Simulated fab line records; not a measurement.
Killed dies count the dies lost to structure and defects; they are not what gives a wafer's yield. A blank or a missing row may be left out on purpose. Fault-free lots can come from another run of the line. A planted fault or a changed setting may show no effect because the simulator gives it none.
fab line records	flow n5_finfet
[record] lots = 7	wafers = 39
route steps=1938 shown DUMMY_GATE@237 SD_EPI_P@308 MOL_CONTACT_COAG@537
start_h: the number of hours between the record's first day and the start of the first shown wafer of the lot	wait_h: hours elapsed since this lot's preceding step	" unchanged from the row above	L1.1+2: several wafers, shown together as one row	- no value, or no start given	* or withheld: withheld	< > ~ a bound
route shown NAME@n: NAME is a module with steps in the file, n the number in the route of the first one	usual: average and standard deviation across the fault-free wafers	same: alike in all rows	chamber/n: place in a boat	sites: the reading at each site	_std_site: standard deviation across them	_edge_site: mean of outer sites minus mean of inner sites	radius_mm: how far each site lies from the wafer's centre	mask NAME#n: copy n	behind: the last tool/chamber to shape the wafer	hold: why the lot went on hold/how many hours it stayed there/how the hold came to an end	device: which transistor (n, p or np) failed to switch	end of line: at the end of the route, the tests of the same wafers	step lacking rows: just its recipe	killed: at the first sort, the dies lost to defects and structure; wafer yield is something else	map: dies across one wafer; x = killed, . = not, _ = none there
set.NAME: the setting as run; set.NAME@STEP: as run at that earlier step	model.NAME: the simulator's own value behind a step, which no gauge read
lots where settings were altered on purpose, with a table for each step and a row for each wafer
[[steps]]
[step N5_DUMMY_GATE_ETCH_37]
[recipe] chemistry = N2/H2	target = SOC	target_depth_a = 600	overetch_a = 300	temp_c = 40	ion_energy_ev = 200	pressure_mtorr = 30	source_w = 840	bias_w = 150	n2_flow_sccm = 200	h2_flow_sccm = 200
[usual] rf_vpp_V = 524.1/2.5
lot.wafer	tool	chamber	start_h	wait_h	set.source_w	rf_vpp_V
L078.2	rie_diel-03	0	70.16	0.0	840	525.1
L078.4	"	2	"	"	840	528.0
L078.5	"	0	"	"	840	524.1
L080.1	rie_diel-04	2	82.83	0.0	840	521.3
L080.2	"	1	"	"	840	522.1
L080.3	"	3	"	"	840	522.7
L080.4	"	0	"	"	840	526.3
L080.5	"	0	"	"	840	525.9
L080.6	"	3	"	"	840	525.4
L082.1	rie_diel-04	2	97.57	0.0	840	524.3
L082.2	"	1	"	"	725.5	547.1
L082.3	"	3	"	"	840	524.8
L082.4	"	0	"	"	840	526.3
L082.5	"	0	"	"	725.5	550.7
L082.6	"	1	"	"	725.5	547.3
L083.1	rie_diel-01	1	102.12	0.0	768.9	536.8
L083.2	"	2	"	"	840	526.6
L083.3	"	3	"	"	768.9	543.0
L083.4	"	0	"	"	768.9	538.3
L083.5	"	3	"	"	840	525.8
L083.6	"	2	"	"	840	527.2
L084.1	rie_diel-04	0	106.27	0.0	840	525.5
L084.2	"	2	"	"	840	521.6
L084.3	"	1	"	"	840	521.7
L084.4	"	3	"	"	840	524.0
L084.5	"	2	"	"	840	522.6
L084.6	"	1	"	"	840	521.8
L087.1	rie_diel-04	0	126.12	0.0	702.9	557.5
L087.2	"	1	"	"	702.9	554.4
L087.3	"	3	"	"	840	521.8
L087.4	"	1	"	"	840	523.6
L087.5	"	3	"	"	702.9	555.3
L087.6	"	0	"	"	840	526.1
L093.1	rie_diel-03	3	162.24	0.0	681.4	559.7
L093.2	"	0	"	"	840	522.1
L093.3	"	2	"	"	840	526.9
L093.4	"	1	"	"	840	527.1
L093.5	"	1	"	"	681.4	565.0
L093.6	"	0	"	"	681.4	561.7
[step N5_DUMMY_GATE_STRIP_38]
[recipe] chemistry = N2/H2	temp_c = 40	n2_flow_sccm = 200	h2_flow_sccm = 200	rf_frequency_hz = 6e+07
[step N5_DUMMY_GATE_STRIP_39]
[recipe] chemistry = N2/H2	temp_c = 40	n2_flow_sccm = 200	h2_flow_sccm = 200	rf_frequency_hz = 6e+07
[step N5_DUMMY_GATE_TRIM_49]
[recipe] chemistry = O2	resist = SOC	time_s = 29	target_cd_nm = 14	source_power_w = 300	bias_power_w = 0	O2_flow_sccm = 100	temp_c = 20
lot.wafer	tool	chamber	start_h	wait_h	set.dose_mj@DUMMY_GATE_EXPOSE_12	model.DUMMY_GATE.cd_nm
L078.2	rie_si-05	2	70.24	0.0	34	13.4
L078.4	"	3	"	"	34	14
L078.5	"	1	"	"	34	13.6
L080.1	rie_si-05	2	82.91	0.0	31.79	14.8
L080.2	"	0	"	"	31.79	15
L080.3+4	"	1,3	"	"	34	13.6
L080.5	"	1	"	"	34	13.8
L080.6	"	0	"	"	31.79	15.2
L082.1+6	rie_si-06	0,1	97.65	0.0	34	14.2
L082.2+5	"	3,2	"	"	36.35	13.2
L082.3	"	1	"	"	36.35	12.6
L082.4	"	2	"	"	34	14
L083.1	rie_si-05	2	102.20	0.0	34	14.4
L083.2+3	"	0,3	"	"	32.9	14.8
L083.4	"	0	"	"	32.9	15.2
L083.5	"	2	"	"	34	14
L083.6	"	3	"	"	34	13.8
L084.1	rie_si-06	1	106.36	0.0	34	13.8
L084.2	"	3	"	"	34	14.2
L084.3	"	2	"	"	36.59	13.2
L084.4	"	0	"	"	34	14.4
L084.5	"	0	"	"	36.59	13
L084.6	"	1	"	"	36.59	12.6
L087.1	rie_si-05	1	126.21	0.0	36.45	13
L087.2	"	2	"	"	36.45	13.2
L087.3+4	"	0,3	"	"	34	14
L087.5	"	2	"	"	34	14.2
L087.6	"	3	"	"	36.45	12.6
L093.1+3+4	rie_si-05	2,3,0	162.32	0.0	34	14.4
L093.2	"	1	"	"	31.42	15
L093.5	"	0	"	"	31.42	16.2
L093.6	"	3	"	"	31.42	15.8
[step N5_DUMMY_GATE_STRIP_40]
[recipe] chemistry = CF4	resist = SiARC	power_w = 300	bias_power_w = 75	pressure_mtorr = 50	cf4_flow_sccm = 150	rf_frequency_hz = 6e+07
[step N5_DUMMY_GATE_CD_MEAS_50]
[recipe] target_cd_nm = 14
[usual] cd_nm = 14.1/0.36
lot.wafer	tool	chamber	start_h	wait_h	set.dose_mj@DUMMY_GATE_EXPOSE_12	cd_nm
L078.2	cd_sem-03	-	70.40	0.0	34	13.5
L078.4	"	-	"	"	34	14.2
L078.5	"	-	"	"	34	13.6
L080.1	cd_sem-01	-	83.07	0.0	31.79	15.0
L080.2	"	-	"	"	31.79	14.9
L080.3	"	-	"	"	34	13.7
L080.4	"	-	"	"	34	13.9
L080.5	"	-	"	"	34	13.7
L080.6	"	-	"	"	31.79	15.4
L082.1	cd_sem-02	-	98.00	0.0	34	14.1
L082.2	"	-	"	"	36.35	13.1
L082.3	"	-	"	"	36.35	12.4
L082.4	"	-	"	"	34	14.5
L082.5	"	-	"	"	36.35	13.0
L082.6	"	-	"	"	34	14.2
L083.1	cd_sem-02	-	102.34	0.0	34	14.5
L083.2	"	-	"	"	32.9	14.5
L083.3	"	-	"	"	32.9	15.0
L083.4	"	-	"	"	32.9	15.1
L083.5	"	-	"	"	34	14.0
L083.6	"	-	"	"	34	14.2
L084.1	cd_sem-02	-	106.50	0.0	34	13.5
L084.2	"	-	"	"	34	14.3
L084.3	"	-	"	"	36.59	13.1
L084.4	"	-	"	"	34	14.3
L084.5	"	-	"	"	36.59	13.1
L084.6	"	-	"	"	36.59	12.4
L087.1	cd_sem-01	-	126.35	0.0	36.45	13.0
L087.2	"	-	"	"	36.45	13.2
L087.3	"	-	"	"	34	13.7
L087.4	"	-	"	"	34	14.0
L087.5	"	-	"	"	34	14.3
L087.6	"	-	"	"	36.45	12.5
L093.1	cd_sem-03	-	162.47	0.0	34	14.6
L093.2	"	-	"	"	31.42	14.8
L093.3	"	-	"	"	34	14.6
L093.4	"	-	"	"	34	14.3
L093.5	"	-	"	"	31.42	16.5
L093.6	"	-	"	"	31.42	15.7
[step N5_DUMMY_GATE_ETCH_32]
[recipe] chemistry = CF4	target = SiO2	target_depth_a = 35	time_s = 3.9	ion_energy_ev = 350	pressure_mtorr = 10	icp_w = 800	bias_w = 400	cf4_flow_sccm = 80
lot.wafer	tool	chamber	start_h	wait_h	set.time_s	model.etch.depth_nm
L078.2	rie_si-06	1	70.69	0.1	3.9	3.53
L078.4	"	2	"	"	3.9	3.528
L078.5	"	0	"	"	3.9	3.523
L080.1	rie_si-06	3	83.38	0.1	3.9	3.505
L080.2	"	1	"	"	3.395	3.058
L080.3	"	2	"	"	3.9	3.501
L080.4	"	0	"	"	3.395	3.048
L080.5	"	1	"	"	3.395	3.032
L080.6	"	2	"	"	3.9	3.515
L082.1	rie_si-03	3	98.39	0.1	3.9	3.344
L082.2	"	2	"	"	3.9	3.512
L082.3	"	1	"	"	3.9	3.377
L082.4	"	0	"	"	4.229	3.742
L082.5	"	0	"	"	4.229	3.755
L082.6	"	1	"	"	4.229	3.679
L083.1	rie_si-03	0	102.64	0.1	3.377	2.975
L083.2	"	3	"	"	3.377	2.883
L083.3	"	1	"	"	3.9	3.342
L083.4	"	2	"	"	3.9	3.446
L083.5	"	2	"	"	3.9	3.455
L083.6	"	3	"	"	3.377	2.846
L084.1	rie_si-03	0	106.80	0.1	3.9	3.478
L084.2	"	3	"	"	3.9	3.356
L084.3	"	2	"	"	3.9	3.501
L084.4	"	1	"	"	3.9	3.381
L084.5	"	1	"	"	3.9	3.377
L084.6	"	2	"	"	3.9	3.518
L087.1	rie_si-06	1	126.65	0.1	3.9	3.506
L087.2	"	3	"	"	4.415	4.024
L087.3	"	2	"	"	4.415	4.019
L087.4	"	0	"	"	3.9	3.489
L087.5	"	1	"	"	4.415	4.01
L087.6	"	0	"	"	3.9	3.487
L093.1	rie_si-06	1	162.76	0.1	3.124	2.808
L093.2	"	3	"	"	3.124	2.806
L093.3	"	2	"	"	3.9	3.508
L093.4	"	0	"	"	3.9	3.492
L093.5	"	3	"	"	3.124	2.796
L093.6	"	0	"	"	3.9	3.481
[step N5_DUMMY_GATE_ETCH_23]
[recipe] chemistry = HBr/Cl2/O2	HBr_flow_sccm = 150	Cl2_flow_sccm = 80	O2_flow_sccm = 12	bias_w = 102	target_depth_a = 410	time_s = 22.3	target = poly-Si	mask_material = SiO2	pressure_mtorr = 10	icp_w = 800
[step N5_DUMMY_GATE_ETCH_44]
[recipe] chemistry = HBr/O2	over_etch_frac = 0.7	target_depth_a = 1275	stop_on = SiO2	ion_energy_ev = 60	bias_w = 20	target = poly-Si	mask_material = SiO2	pressure_mtorr = 20	icp_w = 400	HBr_flow_sccm = 120	O2_flow_sccm = 10
lot.wafer	tool	chamber	start_h	wait_h	set.dose_mj@DUMMY_GATE_EXPOSE_12	model.DUMMY_GATE.cd_nm
L078.2	rie_si-06	1	70.78	0.0	34	14.4
L078.4	"	2	"	"	34	15
L078.5	"	0	"	"	34	14.8
L080.1+2	rie_si-06	3,1	83.47	0.0	31.79	16
L080.3+4	"	2,0	"	"	34	14.8
L080.5	"	1	"	"	34	14.6
L080.6	"	2	"	"	31.79	16.4
L082.1+4+6	rie_si-03	3,0,1	98.48	0.0	34	15.2
L082.2+5	"	2,0	"	"	36.35	14.4
L082.3	"	1	"	"	36.35	13.2
L083.1	rie_si-03	0	102.73	0.0	34	15.4
L083.2	"	3	"	"	32.9	15.6
L083.3	"	1	"	"	32.9	15.8
L083.4	"	2	"	"	32.9	16.4
L083.5	"	2	"	"	34	15
L083.6	"	3	"	"	34	14.6
L084.1	rie_si-03	0	106.89	0.0	34	14.8
L084.2+4	"	3,1	"	"	34	15.2
L084.3	"	2	"	"	36.59	14
L084.5	"	1	"	"	36.59	13.8
L084.6	"	2	"	"	36.59	13.4
L087.1	rie_si-06	1	126.74	0.0	36.45	14
L087.2	"	3	"	"	36.45	13.8
L087.3	"	2	"	"	34	14.6
L087.4	"	0	"	"	34	14.8
L087.5	"	1	"	"	34	15.4
L087.6	"	0	"	"	36.45	13.2
L093.1	rie_si-06	1	162.85	0.0	34	15.6
L093.2	"	3	"	"	31.42	16
L093.3	"	2	"	"	34	15
L093.4	"	0	"	"	34	15.2
L093.5	"	3	"	"	31.42	17.2
L093.6	"	0	"	"	31.42	16.6
[step N5_DUMMY_GATE_CD_MEAS_24]
[recipe] target_cd_nm = 15
[usual] cd_nm = 15.1/0.42
lot.wafer	tool	chamber	start_h	wait_h	set.dose_mj@DUMMY_GATE_EXPOSE_12	cd_nm
L078.2	cd_sem-02	-	70.89	0.1	34	14.5
L078.4	"	-	"	"	34	14.9
L078.5	"	-	"	"	34	14.8
L080.1	cd_sem-01	-	83.58	0.1	31.79	15.8
L080.2	"	-	"	"	31.79	16.2
L080.3	"	-	"	"	34	14.9
L080.4	"	-	"	"	34	14.9
L080.5	"	-	"	"	34	14.5
L080.6	"	-	"	"	31.79	16.2
L082.1	cd_sem-01	-	98.59	0.1	34	15.0
L082.2	"	-	"	"	36.35	14.6
L082.3	"	-	"	"	36.35	13.3
L082.4	"	-	"	"	34	15.1
L082.5	"	-	"	"	36.35	14.5
L082.6	"	-	"	"	34	15.1
L083.1	cd_sem-02	-	102.84	0.1	34	15.3
L083.2	"	-	"	"	32.9	15.8
L083.3	"	-	"	"	32.9	15.7
L083.4	"	-	"	"	32.9	16.5
L083.5	"	-	"	"	34	15.4
L083.6	"	-	"	"	34	14.5
L084.1	cd_sem-02	-	107.00	0.1	34	14.6
L084.2	"	-	"	"	34	15.4
L084.3	"	-	"	"	36.59	14.2
L084.4	"	-	"	"	34	15.1
L084.5	"	-	"	"	36.59	13.9
L084.6	"	-	"	"	36.59	13.5
L087.1	cd_sem-02	-	126.85	0.1	36.45	14.1
L087.2	"	-	"	"	36.45	13.5
L087.3	"	-	"	"	34	14.6
L087.4	"	-	"	"	34	15.0
L087.5	"	-	"	"	34	15.4
L087.6	"	-	"	"	36.45	13.3
L093.1	cd_sem-01	-	162.96	0.1	34	15.1
L093.2	"	-	"	"	31.42	15.8
L093.3	"	-	"	"	34	14.9
L093.4	"	-	"	"	34	15.1
L093.5	"	-	"	"	31.42	16.9
L093.6	"	-	"	"	31.42	16.2
[step N5_DUMMY_GATE_ETCH_42]
[recipe] chemistry = CHF3/O2	target = SiO2	target_depth_a = 35	time_s = 31	ion_energy_ev = 30	bias_w = 12	pressure_mtorr = 30	source_w = 600	Ar_flow_sccm = 200	CHF3_flow_sccm = 50	O2_flow_sccm = 5
lot.wafer	tool	chamber	start_h	wait_h	set.dose_mj@DUMMY_GATE_EXPOSE_12	model.DUMMY_GATE.cd_nm
L078.2	rie_diel-03	1	70.94	0.0	34	14.2
L078.4	"	0	"	"	34	15
L078.5	"	1	"	"	34	14.8
L080.1	rie_diel-01	1	83.63	0.0	31.79	16
L080.2	"	0	"	"	31.79	16.2
L080.3+4+5	"	2,3,1	"	"	34	14.8
L080.6	"	2	"	"	31.79	16.4
L082.1	rie_diel-03	0	98.64	0.0	34	15.2
L082.2	"	3	"	"	36.35	14.4
L082.3	"	2	"	"	36.35	13.2
L082.4+6	"	1,2	"	"	34	15
L082.5	"	1	"	"	36.35	14.2
L083.1	rie_diel-04	3	102.90	0.1	34	15.4
L083.2	"	0	"	"	32.9	15.6
L083.3	"	1	"	"	32.9	15.8
L083.4	"	2	"	"	32.9	16.4
L083.5	"	3	"	"	34	15
L083.6	"	0	"	"	34	14.6
L084.1	rie_diel-01	0	107.16	0.2	34	14.8
L084.2	"	3	"	"	34	15
L084.3+5	"	1,0	"	"	36.59	14
L084.4	"	2	"	"	34	15.2
L084.6	"	1	"	"	36.59	13.6
L087.1	rie_diel-03	1	126.90	0.0	36.45	14
L087.2	"	3	"	"	36.45	13.8
L087.3	"	2	"	"	34	14.6
L087.4	"	0	"	"	34	14.8
L087.5	"	1	"	"	34	15.4
L087.6	"	2	"	"	36.45	13.2
L093.1	rie_diel-04	1	163.01	0.0	34	15.6
L093.2	"	0	"	"	31.42	16
L093.3	"	3	"	"	34	15
L093.4	"	2	"	"	34	15.4
L093.5	"	3	"	"	31.42	17.2
L093.6	"	2	"	"	31.42	16.6
[step N5_SD_EPI_P_ETCH_37]
[recipe] chemistry = N2/H2	target = SOC	overetch_a = 1080	mask_material = SiARC	temp_c = 40	ion_energy_ev = 100	source_w = 3000	bias_w = 133	pressure_mtorr = 20	time_s = 486	n2_flow_sccm = 200	h2_flow_sccm = 200	ends = end_point
[usual] rf_vpp_V = 240.9/1.2
lot.wafer	tool	chamber	start_h	wait_h	set.source_w	rf_vpp_V
L078.2	rie_diel-04	0	77.65	0.0	3000	242.2
L078.4	"	3	"	"	3000	239.5
L078.5	"	0	"	"	3000	242.0
L080.1	rie_diel-03	2	90.31	0.0	3355	233.2
L080.2	"	0	"	"	3355	231.0
L080.3	"	3	"	"	3355	229.6
L080.4	"	1	"	"	3000	241.1
L080.5	"	0	"	"	3000	240.6
L080.6	"	3	"	"	3000	241.1
L082.1	rie_diel-03	2	105.01	0.0	3000	243.5
L082.2	"	1	"	"	2469	257.7
L082.3	"	0	"	"	2469	257.3
L082.4	"	3	"	"	3000	239.3
L082.5	"	3	"	"	3000	239.3
L082.6	"	2	"	"	2469	258.4
L083.1	rie_diel-01	1	108.67	0.0	3186	234.7
L083.2	"	0	"	"	3000	240.3
L083.3	"	2	"	"	3186	237.2
L083.4	"	3	"	"	3000	241.8
L083.5	"	2	"	"	3000	241.7
L083.6	"	3	"	"	3186	236.0
L084.1	rie_diel-04	1	113.07	0.0	3000	239.8
L084.2	"	0	"	"	3000	243.2
L084.3	"	3	"	"	3000	241.0
L084.4	"	2	"	"	3000	240.6
L084.5	"	2	"	"	3000	241.5
L084.6	"	3	"	"	3000	240.6
L087.1	rie_diel-01	1	132.83	0.0	3000	240.0
L087.2	"	2	"	"	3290	234.9
L087.3	"	0	"	"	3000	240.9
L087.4	"	3	"	"	3290	233.3
L087.5	"	3	"	"	3000	241.0
L087.6	"	0	"	"	3290	232.6
L093.1	rie_diel-03	1	169.84	0.0	3000	241.4
L093.2	"	2	"	"	3000	242.6
L093.3	"	3	"	"	3000	238.9
L093.4	"	0	"	"	3000	240.6
L093.5	"	0	"	"	3000	242.1
L093.6	"	1	"	"	3000	242.0
[step N5_MOL_CONTACT_COAG_ETCH_15]
[recipe] chemistry = CH3F/O2	target = SiNx	target_depth_a = 70	mask_material = SOC	stop_on = Si:P	over_etch_frac = 0.75	ion_energy_ev = 120	pressure_mtorr = 30	source_w = 395	bias_w = 73	Ar_flow_sccm = 150	CH3F_flow_sccm = 30	O2_flow_sccm = 20
[usual] rf_vpp_V = 295/4.5
lot.wafer	tool	chamber	start_h	wait_h	set.source_w	rf_vpp_V
L078.2	rie_diel-05	0	112.09	0.0	395	298
L078.4	"	2	"	"	395	299
L078.5	"	1	"	"	395	295
L080.1	rie_diel-05	3	124.94	0.0	421.7	281
L080.2	"	1	"	"	395	294
L080.3	"	2	"	"	395	298
L080.4	"	0	"	"	421.7	291
L080.5	"	3	"	"	421.7	282
L080.6	"	2	"	"	395	297
L082.1	rie_diel-02	3	139.39	0.0	321.6	330
L082.2	"	1	"	"	395	295
L082.3	"	2	"	"	395	290
L082.4	"	0	"	"	395	293
L082.5	"	1	"	"	321.6	325
L082.6	"	2	"	"	321.6	319
L083.1	rie_diel-02	2	142.13	0.0	395	290
L083.2	"	1	"	"	395	294
L083.3	"	3	"	"	350.2	317
L083.4	"	0	"	"	395	296
L083.5	"	1	"	"	350.2	311
L083.6	"	0	"	"	350.2	311
L084.1	rie_diel-06	3	146.27	0.0	395	290
L084.2	"	1	"	"	395	295
L084.3	"	0	"	"	431.2	288
L084.4	"	2	"	"	431.2	296
L084.5	"	3	"	"	395	290
L084.6	"	2	"	"	431.2	295
L087.1	rie_diel-05	3	166.27	0.0	429.6	281
L087.2	"	1	"	"	395	294
L087.3	"	2	"	"	429.6	286
L087.4	"	0	"	"	429.6	285
L087.5	"	1	"	"	395	294
L087.6	"	0	"	"	395	299
L093.1	rie_diel-02	0	205.14	0.0	348.5	311
L093.2	"	1	"	"	395	294
L093.3	"	3	"	"	395	298
L093.4	"	2	"	"	348.5	306
L093.5	"	3	"	"	395	297
L093.6	"	0	"	"	348.5	310
[step N5_MOL_CONTACT_COAG_ETCH_47]
[recipe] chemistry = CH3F/O2	target = SiNx	target_depth_a = 270	mask_material = SiO2	stop_on = W	over_etch_frac = 0.2	ion_energy_ev = 120	endpoint = OES-CN	pressure_mtorr = 30	source_w = 395	bias_w = 73	Ar_flow_sccm = 150	CH3F_flow_sccm = 30	O2_flow_sccm = 20	ends = end_point
[usual] etch_rf_on_time_s = 31.2/0.54
lot.wafer	tool	chamber	start_h	wait_h	set.source_w	etch_rf_on_time_s	model.etch.t_clear_s	model.etch.over_etch_s
L078.2	rie_diel-02	2	123.15	0.0	395	31.0	25.84	5.168
L078.4	"	0	"	"	395	31.5	26.22	5.243
L078.5	"	2	"	"	395	31.3	26.06	5.213
L080.1	rie_diel-06	3	137.44	0.0	395	31.9	26.6	5.319
L080.2	"	2	"	"	452.8	29.9	24.88	4.976
L080.3	"	0	"	"	452.8	29.0	24.15	4.83
L080.4	"	1	"	"	395	30.5	25.43	5.087
L080.5	"	1	"	"	452.8	29.2	24.34	4.867
L080.6	"	2	"	"	395	31.5	26.29	5.258
L082.1	rie_diel-06	1	153.17	0.0	395	30.8	25.7	5.139
L082.2	"	3	"	"	395	31.3	26.04	5.207
L082.3	"	0	"	"	458.3	29.0	24.13	4.827
L082.4	"	2	"	"	395	30.9	25.72	5.144
L082.5	"	1	"	"	458.3	29.2	24.36	4.872
L082.6	"	2	"	"	458.3	29.6	24.65	4.93
L083.1	rie_diel-06	2	153.52	0.0	395	30.9	25.77	5.154
L083.2	"	1	"	"	395	30.3	25.27	5.054
L083.3	"	0	"	"	395	30.5	25.42	5.085
L083.4	"	3	"	"	456.5	29.9	24.89	4.979
L083.5	"	3	"	"	456.5	29.7	24.75	4.95
L083.6	"	0	"	"	456.5	28.9	24.06	4.813
L084.1	rie_diel-06	1	156.45	0.0	395	31.0	25.88	5.176
L084.2	"	0	"	"	449.3	29.6	24.64	4.929
L084.3	"	2	"	"	449.3	29.8	24.86	4.972
L084.4	"	3	"	"	395	31.6	26.31	5.263
L084.5	"	1	"	"	395	30.9	25.8	5.161
L084.6	"	0	"	"	449.3	29.6	24.64	4.929
L087.1	rie_diel-02	3	174.90	0.0	361.3	31.6	26.38	5.275
L087.2	"	0	"	"	395	31.6	26.31	5.262
L087.3	"	2	"	"	361.3	32.4	26.97	5.394
L087.4	"	1	"	"	395	32.3	26.89	5.378
L087.5	"	2	"	"	395	31.2	26	5.2
L087.6	"	3	"	"	361.3	31.9	26.59	5.318
L093.1	rie_diel-06	2	215.18	0.0	439.6	29.8	24.87	4.973
L093.2	"	0	"	"	439.6	29.4	24.49	4.898
L093.3	"	1	"	"	395	31.0	25.85	5.17
L093.4	"	3	"	"	439.6	30.1	25.06	5.013
L093.5	"	2	"	"	395	31.4	26.19	5.238
L093.6	"	3	"	"	395	31.4	26.16	5.233
[[key]]
[split] step = N5_DUMMY_GATE_ETCH_37	setting = source_w	stated = 840	by = wafer
[response] step = N5_DUMMY_GATE_ETCH_37	reading = rf_vpp_V	change = -1.86	per = 1%	r = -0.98
[split] step = N5_DUMMY_GATE_ETCH_32	setting = time_s	stated = 3.9	by = wafer
[response] step = N5_DUMMY_GATE_ETCH_32	reading = model.etch.depth_nm	change = +0.0366	per = 1%	r = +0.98
[split] step = N5_SD_EPI_P_ETCH_37	setting = source_w	stated = 3000	by = wafer
[response] step = N5_SD_EPI_P_ETCH_37	reading = rf_vpp_V	change = -0.885	per = 1%	r = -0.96
[split] step = N5_MOL_CONTACT_COAG_ETCH_15	setting = source_w	stated = 395	by = wafer
[response] step = N5_MOL_CONTACT_COAG_ETCH_15	reading = rf_vpp_V	change = -1.38	per = 1%	r = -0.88
[split] step = N5_MOL_CONTACT_COAG_ETCH_47	setting = source_w	stated = 395	by = wafer
[response] step = N5_MOL_CONTACT_COAG_ETCH_47	reading = etch_rf_on_time_s	change = *	per = 1%	r = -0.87
[response] step = N5_MOL_CONTACT_COAG_ETCH_47	reading = model.etch.t_clear_s	change = -0.0865	per = 1%	r = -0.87
[response] step = N5_MOL_CONTACT_COAG_ETCH_47	reading = model.etch.over_etch_s	change = -0.0173	per = 1%	r = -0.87
split outside_this_file step=N5_DUMMY_GATE_EXPOSE_12 setting=dose_mj
// split outside_this_file: this setting was split too, and the file shows its column; the key of that split is in another file
